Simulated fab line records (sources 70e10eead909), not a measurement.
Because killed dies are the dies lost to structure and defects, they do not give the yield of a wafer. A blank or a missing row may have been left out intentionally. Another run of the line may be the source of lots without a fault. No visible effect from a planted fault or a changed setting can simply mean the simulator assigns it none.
Chamber matching + flow nand harc + rie diel-01 running NHARC_A_CHANNEL_FILL_D1_ETCHBACK_20: 4 sister chambers
The step etches the open film in C4F8/O2/Ar, target depth 27 nm, time 13.5 s. 24 wafers are shown with their chamber, then 12 later ones without.

WAFERS, EACH WITH ITS CHAMBER
| wafer  | chamber | rf vpp V (V) | oes product au (a.u.) |
|--------|---------|--------------|-----------------------|
| L075.1 | 1       | 970          | 1.01                  |
| L075.4 | 2       | 971          | 1.02                  |
| L075.5 | 2       | 969          | 1.03                  |
| L076.1 | 3       | 970          | 1.01                  |
| L076.4 | 0       | 977          | 0.99                  |
| L076.5 | 3       | 971          | 1.01                  |
| L077.3 | 3       | 970          | 0.98                  |
| L077.4 | 2       | 970          | 1.00                  |
| L077.6 | 0       | 976          | 0.97                  |
| L079.1 | 1       | 969          | 0.99                  |
| L079.3 | 2       | 970          | 1.02                  |
| L079.6 | 3       | 970          | 1.00                  |
| L081.2 | 1       | 970          | 0.93                  |
| L081.4 | 2       | 969          | 0.93                  |
| L081.6 | 3       | 970          | 0.94                  |
| L082.3 | 1       | 969          | 0.92                  |
| L082.4 | 3       | 969          | 0.93                  |
| L082.6 | 3       | 969          | 0.94                  |
| L083.2 | 2       | 970          | 0.94                  |
| L083.4 | 0       | 977          | 0.90                  |
| L083.6 | 1       | 970          | 0.93                  |
| L083.1 | 1       | 970          | 0.92                  |
| L083.3 | 3       | 971          | 0.92                  |
| L083.5 | 0       | 977          | 0.92                  |

SIGNATURES, as means of the wafers listed above
| reading        | chamber 0 | chamber 1 | chamber 2 | chamber 3 | scatter within a chamber |
|----------------|-----------|-----------|-----------|-----------|--------------------------|
| rf vpp V       | 976.75    | 969.67    | 969.83    | 970.00    | 0.668                    |
| oes product au | 0.9450    | 0.9500    | 0.9900    | 0.9663    | 0.0404                   |
Rule: a wafer's distance from a chamber is the root of the sum, over the readings, of the square of ((its reading less the chamber's mean) divided by the reading's scatter). If the next closest chamber is less than 2 further off than the closest, the wafer can't be placed; otherwise it belongs to the closest. The scatter: the root of (the sum of the squares of (reading less its chamber's mean) over the shown wafers, divided by (wafers less chambers)).

WAFERS MISSING THEIR CHAMBER
| wafer  | rf vpp V (V) | oes product au (a.u.) |
|--------|--------------|-----------------------|
| L086.2 | 972          | 0.93                  |
| L086.3 | 969          | 0.92                  |
| L086.6 | 970          | 0.91                  |
| L094.1 | 968          | 0.92                  |
| L094.2 | 977          | 0.91                  |
| L094.4 | 970          | 0.93                  |
| L095.2 | 971          | 1.00                  |
| L095.3 | 971          | 0.99                  |
| L095.6 | 972          | 1.00                  |
| L096.2 | 971          | 1.00                  |
| L096.4 | 970          | 0.98                  |
| L096.5 | 969          | 0.99                  |

EACH ONE'S CHAMBER
| wafer  | from the rows above          | in truth |
|--------|------------------------------|----------|
| L086.2 | can't be placed: 3 or 1 or 2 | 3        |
| L086.3 | can't be placed: 1 or 3 or 2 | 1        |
| L086.6 | can't be placed: 1 or 3 or 2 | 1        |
| L094.1 | can't be placed: 1 or 3 or 2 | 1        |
| L094.2 | 0                            | 0        |
| L094.4 | can't be placed: 1 or 3 or 2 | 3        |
| L095.2 | can't be placed: 3 or 2 or 1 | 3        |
| L095.3 | can't be placed: 3 or 2 or 1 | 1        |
| L095.6 | can't be placed: 3 or 2 or 1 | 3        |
| L096.2 | can't be placed: 3 or 2 or 1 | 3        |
| L096.4 | can't be placed: 3 or 2 or 1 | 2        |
| L096.5 | can't be placed: 2 or 1 or 3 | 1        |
1 of 12 placed correctly. Can't be placed from these rows: 11 (the true chamber is among the candidates in 11). Wrongly placed: 0.
